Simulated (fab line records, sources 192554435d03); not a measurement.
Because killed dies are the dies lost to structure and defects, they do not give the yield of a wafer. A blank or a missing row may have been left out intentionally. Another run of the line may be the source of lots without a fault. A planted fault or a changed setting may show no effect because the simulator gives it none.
fab line records + flow n5Finfet
record:
- lots: 7
- wafers: 39
route steps=1938 shown FIN_CUT@169 DUMMY_GATE@250 HKMG_FIN@395
startH: hours from the record's first day to the start of the lot's first wafer shown + waitH: hours from the lot's prior step to this one + " unchanged from the row above + L1.1+2: a single row standing in for several wafers + - either no value or no given start + * or withheld: withheld + < > ~ a bound
route shown NAME@n: NAME is a module with steps in the file, n the number in the route of the first one + usual: mean and standard deviation over wafers with no fault + same: alike in all rows + chamber/n: place in a boat + sites: the reading at each site + _std_site: standard deviation of those values + _edge_site: inner sites' mean taken away from outer sites' mean + radiusMm: how far each site lies from the wafer's centre + mask NAME#n: copy n + behind: the last tool/chamber to shape the wafer + hold: reason for holding the lot/hours on hold/outcome of the hold + device: the transistor (n, p or np) that didn't switch + end of line: the route-end tests of the same wafers + a step given without rows: its recipe and nothing more + killed: the dies lost at the first sort to structure and to defects; this is not the yield of the wafer + map: shows each die of a wafer: x if killed, . if not, _ if none is there
set.NAME: setting as actually run; set.NAME@STEP: the setting as run at that earlier step + model.NAME: the simulator's own value behind a step, which no gauge read
lots with deliberately changed settings; one table per step, one row per wafer
== steps ==
step: N5_FIN_CUT_ETCH_21
recipe:
- chemistry: N2/H2
- target: SOC
- targetDepthA: 2190
- overetchA: 438
- maskMaterial: SiARC
- tempC: 40
- ionEnergyEv: 100
- biasW: 61
- timeS: 523.5
- pressureMtorr: 30
- sourceW: 850
- n2FlowSccm: 200
- h2FlowSccm: 200
usual:
- rfVppV: 240.7/1.5
| lot.wafer | tool       | chamber | startH | waitH | set.biasW | rfVppV |
|-----------|------------|---------|--------|-------|-----------|--------|
| L075.1    | rieDiel-03 | 3       | 33.81  | 0.0   | 61        | 242.6  |
| L075.2    | "          | 1       | "      | "     | 61        | 242.0  |
| L075.3    | "          | 0       | "      | "     | 61        | 241.6  |
| L075.4    | "          | 0       | "      | "     | 61        | 240.7  |
| L075.5    | "          | 3       | "      | "     | 61        | 242.2  |
| L075.6    | "          | 1       | "      | "     | 61        | 241.8  |
| L085.1    | rieDiel-03 | 0       | 94.75  | 0.0   | 61        | 238.9  |
| L085.2    | "          | 1       | "      | "     | 53.98     | 223.9  |
| L085.3    | "          | 3       | "      | "     | 61        | 242.2  |
| L085.4    | "          | 2       | "      | "     | 53.98     | 223.8  |
| L085.5    | "          | 3       | "      | "     | 53.98     | 222.4  |
| L085.6    | "          | 0       | "      | "     | 61        | 241.2  |
| L089.1    | rieDiel-02 | 0       | 117.43 | 0.0   | 61        | 237.8  |
| L089.2    | "          | 3       | "      | "     | 57.36     | 232.4  |
| L089.3    | "          | 1       | "      | "     | 57.36     | 231.1  |
| L089.4    | "          | 2       | "      | "     | 57.36     | 230.8  |
| L089.5    | "          | 0       | "      | "     | 61        | 238.6  |
| L089.6    | "          | 3       | "      | "     | 61        | 240.5  |
| L090.1    | rieDiel-04 | 3       | 123.58 | 0.0   | 61        | 240.8  |
| L090.2    | "          | 2       | "      | "     | 55.42     | 227.1  |
| L090.3    | "          | 1       | "      | "     | 61        | 242.3  |
| L090.4    | "          | 0       | "      | "     | 55.42     | 225.4  |
| L090.5    | "          | 2       | "      | "     | 55.42     | 227.7  |
| L090.6    | "          | 1       | "      | "     | 61        | 242.6  |
| L092.1    | rieDiel-02 | 3       | 139.45 | 0.0   | 61        | 239.9  |
| L092.2    | "          | 0       | "      | "     | 61        | 238.0  |
| L092.3    | "          | 2       | "      | "     | 61        | 239.7  |
| L092.4    | "          | 1       | "      | "     | 61        | 240.6  |
| L092.5    | "          | 0       | "      | "     | 61        | 237.4  |
| L092.6    | "          | 3       | "      | "     | 61        | 240.8  |
| L094.1    | rieDiel-03 | 0       | 150.04 | 0.0   | 61        | 241.8  |
| L094.2    | "          | 2       | "      | "     | 67.1      | 257.5  |
| L094.3    | "          | 3       | "      | "     | 67.1      | 257.7  |
| L094.4    | "          | 2       | "      | "     | 61        | 241.6  |
| L094.5    | "          | 0       | "      | "     | 67.1      | 254.7  |
| L094.6    | "          | 3       | "      | "     | 61        | 242.7  |
| L095.1    | rieDiel-03 | 3       | 155.75 | 0.0   | 61        | 241.7  |
| L095.2    | "          | 0       | "      | "     | 61        | 240.2  |
| L095.4    | "          | 3       | "      | "     | 61        | 241.7  |
step: N5_DUMMY_GATE_ETCH_42
recipe:
- chemistry: CHF3/O2
- target: SiO2
- targetDepthA: 35
- timeS: 31
- ionEnergyEv: 30
- biasW: 12
- pressureMtorr: 30
- sourceW: 600
- Ar_flow_sccm: 200
- CHF3_flow_sccm: 50
- O2_flow_sccm: 5
usual:
- rfVppV: 42.2/0.89
| lot.wafer | tool       | chamber | startH | waitH | set.biasW | rfVppV |
|-----------|------------|---------|--------|-------|-----------|--------|
| L075.1    | rieDiel-04 | 0       | 53.20  | 0.0   | 13.49     | 47.4   |
| L075.2    | "          | 2       | "      | "     | 12        | 41.5   |
| L075.3    | "          | 3       | "      | "     | 13.49     | 46.5   |
| L075.4    | "          | 1       | "      | "     | 12        | 42.9   |
| L075.5    | "          | 0       | "      | "     | 12        | 41.2   |
| L075.6    | "          | 1       | "      | "     | 13.49     | 47.7   |
| L085.1    | rieDiel-03 | 3       | 114.86 | 0.0   | 13.21     | 45.1   |
| L085.2    | "          | 1       | "      | "     | 12        | 41.8   |
| L085.3    | "          | 2       | "      | "     | 12        | 40.5   |
| L085.4    | "          | 0       | "      | "     | 13.21     | 44.5   |
| L085.5    | "          | 3       | "      | "     | 12        | 41.4   |
| L085.6    | "          | 2       | "      | "     | 13.21     | 42.7   |
| L089.1    | rieDiel-04 | 2       | 137.09 | 0.0   | 12        | 41.9   |
| L089.2    | "          | 1       | "      | "     | 12        | 43.9   |
| L089.3    | "          | 0       | "      | "     | 12        | 42.6   |
| L089.4    | "          | 0       | "      | "     | 12        | 42.6   |
| L089.5    | "          | 2       | "      | "     | 12        | 42.2   |
| L089.6    | "          | 1       | "      | "     | 12        | 42.3   |
| L090.1    | rieDiel-03 | 3       | 143.66 | 0.0   | 12        | 40.6   |
| L090.2    | "          | 1       | "      | "     | 12        | 42.8   |
| L090.3    | "          | 0       | "      | "     | 12        | 41.6   |
| L090.4    | "          | 2       | "      | "     | 12        | 42.4   |
| L090.5    | "          | 1       | "      | "     | 12        | 41.9   |
| L090.6    | "          | 0       | "      | "     | 12        | 40.6   |
| L092.1    | rieDiel-04 | 2       | 158.98 | 0.0   | 12        | 42.5   |
| L092.2    | "          | 0       | "      | "     | 12        | 41.3   |
| L092.3    | "          | 1       | "      | "     | 12.75     | 43.7   |
| L092.4    | "          | 0       | "      | "     | 12.75     | 45.2   |
| L092.5    | "          | 1       | "      | "     | 12.75     | 45.7   |
| L092.6    | "          | 2       | "      | "     | 12        | 41.5   |
| L094.1    | rieDiel-03 | 3       | 169.31 | 0.0   | 10.34     | 39.3   |
| L094.2    | "          | 2       | "      | "     | 10.34     | 37.9   |
| L094.3    | "          | 0       | "      | "     | 12        | 41.9   |
| L094.4    | "          | 3       | "      | "     | 12        | 42.0   |
| L094.5    | "          | 2       | "      | "     | 12        | 42.4   |
| L094.6    | "          | 0       | "      | "     | 10.34     | 38.5   |
| L095.1    | rieDiel-03 | 0       | 177.38 | 0.0   | 12        | 43.2   |
| L095.2    | "          | 2       | "      | "     | 12        | 42.8   |
| L095.4    | "          | 1       | "      | "     | 12        | 42.6   |
step: N5_HKMG_FIN_EXPOSE_46
recipe:
- maskId: NDIPOLE
- na: 1.35
- sourceShape: conventional
- sigmaOuter: 0.8
- polarization: unpolarized
- doseMj: 40
| lot.wafer        | tool           | chamber | startH | waitH | mask      | set.doseMj |
|------------------|----------------|---------|--------|-------|-----------|------------|
| L075.1+3+4       | arfiScanner-02 | 0       | 76.55  | -     | NDIPOLE#0 | 40.91      |
| L075.2+5+6       | "              | 0       | "      | "     | NDIPOLE#0 | 40         |
| L085.1+2+3+4+5+6 | arfiScanner-01 | 0       | 139.38 | -     | NDIPOLE#0 | 40         |
| L089.1+2+3       | arfiScanner-01 | 0       | 161.45 | -     | NDIPOLE#0 | 42.86      |
| L089.4+5+6       | "              | 0       | "      | "     | NDIPOLE#0 | 40         |
| L090.1+2+4       | arfiScanner-01 | 0       | 167.36 | -     | NDIPOLE#0 | 40         |
| L090.3+5+6       | "              | 0       | "      | "     | NDIPOLE#0 | 37.47      |
| L092.1+2+3+4+5+6 | arfiScanner-01 | 0       | 182.17 | -     | NDIPOLE#0 | 40         |
| L094.1+5+6       | arfiScanner-02 | 0       | 192.62 | -     | NDIPOLE#0 | 40         |
| L094.2+3+4       | "              | 0       | "      | "     | NDIPOLE#0 | 41.22      |
| L095.1+2+4       | arfiScanner-01 | 0       | 203.47 | -     | NDIPOLE#0 | 40         |
step: N5_HKMG_FIN_PEB_47
recipe:
- pebTempC: withheld
- pebTimeS: 60
- resist: CAR-ArF
step: N5_HKMG_FIN_DEVELOP_48
recipe:
- developTimeS: 30
- developer: TMAH
- resist: CAR-ArF
- rinseLiquid: diw
- dry: airSpin
- devTempC: 23
step: N5_HKMG_FIN_CD_MEAS_49
recipe:
- targetCdNm: 202
- landingEnergyEv: 500
- detector: seInlens
- polarity: opening
usual:
- cdNm: 202.3/0.57
| lot.wafer | tool     | chamber | startH | waitH | set.doseMj@HKMG_FIN_EXPOSE_46 | cdNm  |
|-----------|----------|---------|--------|-------|-------------------------------|-------|
| L075.1    | cdSem-01 | 0       | 76.68  | -     | 40.91                         | 204.4 |
| L075.2    | "        | 0       | "      | "     | 40                            | 203.5 |
| L075.3    | "        | 0       | "      | "     | 40.91                         | 203.6 |
| L075.4    | "        | 0       | "      | "     | 40.91                         | 203.9 |
| L075.5    | "        | 0       | "      | "     | 40                            | 203.0 |
| L075.6    | "        | 0       | "      | "     | 40                            | 202.6 |
| L085.1    | cdSem-02 | 0       | 139.50 | -     | 40                            | 203.1 |
| L085.2    | "        | 0       | "      | "     | 40                            | 201.7 |
| L085.3    | "        | 0       | "      | "     | 40                            | 202.7 |
| L085.4    | "        | 0       | "      | "     | 40                            | 202.4 |
| L085.5    | "        | 0       | "      | "     | 40                            | 201.6 |
| L085.6    | "        | 0       | "      | "     | 40                            | 202.5 |
| L089.1    | cdSem-03 | 0       | 161.57 | -     | 42.86                         | 205.5 |
| L089.2    | "        | 0       | "      | "     | 42.86                         | 206.3 |
| L089.3    | "        | 0       | "      | "     | 42.86                         | 206.5 |
| L089.4    | "        | 0       | "      | "     | 40                            | 202.2 |
| L089.5    | "        | 0       | "      | "     | 40                            | 201.9 |
| L089.6    | "        | 0       | "      | "     | 40                            | 201.3 |
| L090.1    | cdSem-02 | 0       | 167.48 | -     | 40                            | 202.1 |
| L090.2    | "        | 0       | "      | "     | 40                            | 202.7 |
| L090.3    | "        | 0       | "      | "     | 37.47                         | 198.5 |
| L090.4    | "        | 0       | "      | "     | 40                            | 202.1 |
| L090.5    | "        | 0       | "      | "     | 37.47                         | 198.6 |
| L090.6    | "        | 0       | "      | "     | 37.47                         | 197.3 |
| L092.1    | cdSem-01 | 0       | 182.29 | -     | 40                            | 202.1 |
| L092.2    | "        | 0       | "      | "     | 40                            | 201.7 |
| L092.3    | "        | 0       | "      | "     | 40                            | 201.9 |
| L092.4    | "        | 0       | "      | "     | 40                            | 202.8 |
| L092.5    | "        | 0       | "      | "     | 40                            | 203.1 |
| L092.6    | "        | 0       | "      | "     | 40                            | 203.0 |
| L094.1    | cdSem-01 | 0       | 192.74 | -     | 40                            | 202.0 |
| L094.2    | "        | 0       | "      | "     | 41.22                         | 203.9 |
| L094.3    | "        | 0       | "      | "     | 41.22                         | 204.4 |
| L094.4    | "        | 0       | "      | "     | 41.22                         | 203.8 |
| L094.5    | "        | 0       | "      | "     | 40                            | 201.8 |
| L094.6    | "        | 0       | "      | "     | 40                            | 202.8 |
| L095.1    | cdSem-03 | 0       | 203.60 | -     | 40                            | 202.1 |
| L095.2    | "        | 0       | "      | "     | 40                            | 202.7 |
| L095.4    | "        | 0       | "      | "     | 40                            | 202.3 |
step: N5_HKMG_FIN_ETCH_54
recipe:
- chemistry: CF4
- target: SiARC
- targetDepthA: 455
- maskMaterial: CAR-ArF
- timeS: 75.8
- ionEnergyEv: 80
- pressureMtorr: 40
- sourceW: 545
- biasW: 36
- Ar_flow_sccm: 100
- cf4FlowSccm: 100
- ends: cleared
usual:
- etchRfOnTimeS: 74.9/1.5
- rfVppV: 184.5/1.1
| lot.wafer | tool       | chamber | startH | waitH | set.sourceW | etchRfOnTimeS | rfVppV |
|-----------|------------|---------|--------|-------|-------------|---------------|--------|
| L075.1    | rieDiel-01 | 0       | 76.80  | 0.0   | 545         | 73.5          | 187.0  |
| L075.2    | "          | 3       | "      | "     | 545         | 75.8          | 184.3  |
| L075.3    | "          | 1       | "      | "     | 545         | 72.9          | 184.5  |
| L075.4    | "          | 2       | "      | "     | 545         | 75.2          | 184.8  |
| L075.5    | "          | 2       | "      | "     | 545         | 75.2          | 184.4  |
| L075.6    | "          | 3       | "      | "     | 545         | 76.6          | 186.0  |
| L085.1    | rieDiel-01 | 3       | 140.70 | 0.0   | 641.1       | 66.0          | 174.1  |
| L085.2    | "          | 0       | "      | "     | 545         | 73.9          | 185.3  |
| L085.3    | "          | 2       | "      | "     | 545         | 73.4          | 183.3  |
| L085.4    | "          | 1       | "      | "     | 641.1       | 64.2          | 174.9  |
| L085.5    | "          | 0       | "      | "     | 641.1       | 63.7          | 174.1  |
| L085.6    | "          | 1       | "      | "     | 545         | 73.7          | 184.6  |
| L089.1    | rieDiel-06 | 3       | 161.70 | 0.0   | 634.9       | 65.3          | 174.9  |
| L089.2    | "          | 2       | "      | "     | 545         | 74.6          | 186.2  |
| L089.3    | "          | 1       | "      | "     | 634.9       | 67.7          | 173.9  |
| L089.4    | "          | 2       | "      | "     | 634.9       | 65.6          | 176.7  |
| L089.5    | "          | 1       | "      | "     | 545         | 77.9          | 181.8  |
| L089.6    | "          | 3       | "      | "     | 545         | 74.8          | 185.3  |
| L090.1    | rieDiel-06 | 1       | 167.61 | 0.0   | 585.1       | 73.5          | 178.4  |
| L090.2    | "          | 2       | "      | "     | 585.1       | 71.1          | 182.2  |
| L090.3    | "          | 0       | "      | "     | 545         | 75.9          | 184.7  |
| L090.4    | "          | 1       | "      | "     | 545         | 77.7          | 184.3  |
| L090.5    | "          | 2       | "      | "     | 545         | 76.0          | 186.5  |
| L090.6    | "          | 0       | "      | "     | 585.1       | 70.7          | 177.8  |
| L092.1    | rieDiel-01 | 1       | 182.52 | 0.0   | 612.5       | 66.9          | 176.6  |
| L092.2    | "          | 2       | "      | "     | 545         | 72.9          | 182.7  |
| L092.3    | "          | 0       | "      | "     | 545         | 73.7          | 184.9  |
| L092.4    | "          | 3       | "      | "     | 612.5       | 68.7          | 176.8  |
| L092.5    | "          | 3       | "      | "     | 612.5       | 68.8          | 177.6  |
| L092.6    | "          | 2       | "      | "     | 545         | 73.4          | 185.1  |
| L094.1    | rieDiel-06 | 0       | 192.87 | 0.0   | 451.7       | 90.1          | 197.3  |
| L094.2    | "          | 3       | "      | "     | 545         | 75.0          | 185.5  |
| L094.3    | "          | 1       | "      | "     | 451.7       | 92.1          | 194.2  |
| L094.4    | "          | 2       | "      | "     | 545         | 75.2          | 186.4  |
| L094.5    | "          | 3       | "      | "     | 545         | 74.7          | 184.5  |
| L094.6    | "          | 0       | "      | "     | 451.7       | 89.3          | 195.7  |
| L095.1    | rieDiel-06 | 3       | 203.72 | 0.0   | 545         | 75.6          | 185.5  |
| L095.2    | "          | 0       | "      | "     | 545         | 75.3          | 184.8  |
| L095.4    | "          | 2       | "      | "     | 545         | 75.6          | 184.9  |
step: N5_HKMG_FIN_ETCH_58
recipe:
- chemistry: N2/H2
- target: SOC
- targetDepthA: 2158
- ionEnergyEv: 50
- biasW: 13
- timeS: 741
- pressureMtorr: 30
- sourceW: 875
- n2FlowSccm: 200
- h2FlowSccm: 200
usual:
- rfVppV: 99.4/0.92
| lot.wafer | tool       | chamber | startH | waitH | set.sourceW | rfVppV | model.SOC_of_HKMG_FIN_COAT_41.thkNm | model.HKMG_FIN.featureDepthNm | model.etch.depthNm |
|-----------|------------|---------|--------|-------|-------------|--------|-------------------------------------|-------------------------------|--------------------|
| L075.1    | rieDiel-01 | 0       | 77.07  | 0.0   | 875         | 101.3  | 78.6                                | 221                           | 221.1              |
| L075.2    | "          | 3       | "      | "     | 875         | 100.6  | 82.8                                | 216.2                         | 216.2              |
| L075.3    | "          | 1       | "      | "     | 807.9       | 103.2  | 88.6                                | 211                           | 211.1              |
| L075.4    | "          | 2       | "      | "     | 875         | 99.0   | 78.6                                | 220.2                         | 220.2              |
| L075.5    | "          | 2       | "      | "     | 807.9       | 101.7  | 95.8                                | 203.4                         | 203.5              |
| L075.6    | "          | 3       | "      | "     | 807.9       | 102.2  | 98.2                                | 201.8                         | 201.8              |
| L085.1    | rieDiel-01 | 3       | 140.97 | 0.0   | 875         | 98.4   | 85                                  | 214.8                         | 214.8              |
| L085.2    | "          | 0       | "      | "     | 1043        | 94.7   | 44.2                                | 256                           | 256.1              |
| L085.3    | "          | 2       | "      | "     | 875         | 98.8   | 74.8                                | 225.2                         | 225.1              |
| L085.4    | "          | 1       | "      | "     | 875         | 98.5   | 78.4                                | 221.6                         | 221.6              |
| L085.5    | "          | 0       | "      | "     | 1043        | 93.7   | 41.6                                | 258.2                         | 258.2              |
| L085.6    | "          | 1       | "      | "     | 1043        | 94.2   | 41.6                                | 258.2                         | 258.2              |
| L089.1    | rieDiel-06 | 3       | 161.96 | 0.0   | 875         | 98.7   | 85.8                                | 214.4                         | 214.5              |
| L089.2    | "          | 2       | "      | "     | 804.7       | 103.6  | 97.8                                | 201.8                         | 201.8              |
| L089.3    | "          | 1       | "      | "     | 875         | 99.6   | 91.4                                | 209                           | 208.9              |
| L089.4    | "          | 2       | "      | "     | 804.7       | 102.7  | 99.8                                | 200.6                         | 200.6              |
| L089.5    | "          | 1       | "      | "     | 804.7       | 101.7  | 104.2                               | 195.8                         | 195.8              |
| L089.6    | "          | 3       | "      | "     | 875         | 99.9   | 85                                  | 215.6                         | 215.6              |
| L090.1    | rieDiel-06 | 1       | 167.87 | 0.0   | 774.3       | 102.8  | 110.6                               | 189                           | 188.9              |
| L090.2    | "          | 2       | "      | "     | 875         | 100.5  | 84.6                                | 215.4                         | 215.4              |
| L090.3    | "          | 0       | "      | "     | 774.3       | 104.0  | 105.8                               | 193.8                         | 193.7              |
| L090.4    | "          | 1       | "      | "     | 875         | 97.1   | 91.8                                | 208.2                         | 208.2              |
| L090.5    | "          | 2       | "      | "     | 774.3       | 105.3  | 104.2                               | 195.8                         | 195.9              |
| L090.6    | "          | 0       | "      | "     | 875         | 99.1   | 86.2                                | 214.4                         | 214.4              |
| L092.1    | rieDiel-01 | 1       | 182.78 | 0.0   | 965.2       | 95.3   | 58.6                                | 240.8                         | 240.8              |
| L092.2    | "          | 2       | "      | "     | 875         | 99.4   | 77.2                                | 223.2                         | 223.3              |
| L092.3    | "          | 0       | "      | "     | 875         | 99.5   | 78.2                                | 222                           | 221.9              |
| L092.4    | "          | 3       | "      | "     | 875         | 99.0   | 88.8                                | 212.8                         | 212.8              |
| L092.5    | "          | 3       | "      | "     | 965.2       | 97.8   | 67.2                                | 232.8                         | 232.7              |
| L092.6    | "          | 2       | "      | "     | 965.2       | 95.7   | 54.8                                | 245.4                         | 245.3              |
| L094.1    | rieDiel-06 | 0       | 193.13 | 0.0   | 975.1       | 95.5   | 63.2                                | 236.6                         | 236.6              |
| L094.2    | "          | 3       | "      | "     | 975.1       | 95.4   | 60                                  | 239.8                         | 239.7              |
| L094.3    | "          | 1       | "      | "     | 975.1       | 95.2   | 70.8                                | 230.2                         | 230.3              |
| L094.4    | "          | 2       | "      | "     | 875         | 100.3  | 83.6                                | 216.6                         | 216.6              |
| L094.5    | "          | 3       | "      | "     | 875         | 98.9   | 80.4                                | 220.2                         | 220.2              |
| L094.6    | "          | 0       | "      | "     | 875         | 99.7   | 84                                  | 215.8                         | 215.9              |
| L095.1    | rieDiel-06 | 3       | 203.99 | 0.0   | 875         | 99.7   | 81.6                                | 217.8                         | 217.8              |
| L095.2    | "          | 0       | "      | "     | 875         | 97.9   | 82.4                                | 215.8                         | 215.8              |
| L095.4    | "          | 2       | "      | "     | 875         | 101.5  | 83.6                                | 215.4                         | 215.4              |
== key ==
split:
- step: N5_FIN_CUT_ETCH_21
- setting: biasW
- stated: 61
- by: wafer
response:
- step: N5_FIN_CUT_ETCH_21
- reading: rfVppV
- change: +1.51
- per: 1%
- r: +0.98
split:
- step: N5_DUMMY_GATE_ETCH_42
- setting: biasW
- stated: 12
- by: wafer
response:
- step: N5_DUMMY_GATE_ETCH_42
- reading: rfVppV
- change: +0.337
- per: 1%
- r: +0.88
split:
- step: N5_HKMG_FIN_EXPOSE_46
- setting: doseMj
- stated: 40
- by: wafer
response:
- step: N5_HKMG_FIN_CD_MEAS_49
- reading: cdNm
- change: +0.615
- per: 1%
- r: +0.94
split:
- step: N5_HKMG_FIN_ETCH_54
- setting: sourceW
- stated: 545
- by: wafer
response:
- step: N5_HKMG_FIN_ETCH_54
- reading: etchRfOnTimeS
- change: *
- per: 1%
- r: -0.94
response:
- step: N5_HKMG_FIN_ETCH_54
- reading: rfVppV
- change: -0.586
- per: 1%
- r: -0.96
split:
- step: N5_HKMG_FIN_ETCH_58
- setting: sourceW
- stated: 875
- by: wafer
response:
- step: N5_HKMG_FIN_ETCH_58
- reading: rfVppV
- change: -0.307
- per: 1%
- r: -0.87
response:
- step: N5_HKMG_FIN_ETCH_58
- reading: model.SOC_of_HKMG_FIN_COAT_41.thkNm
- change: -1.82
- per: 1%
- r: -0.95
response:
- step: N5_HKMG_FIN_ETCH_58
- reading: model.HKMG_FIN.featureDepthNm
- change: +1.82
- per: 1%
- r: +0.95
response:
- step: N5_HKMG_FIN_ETCH_58
- reading: model.etch.depthNm
- change: +1.82
- per: 1%
- r: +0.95
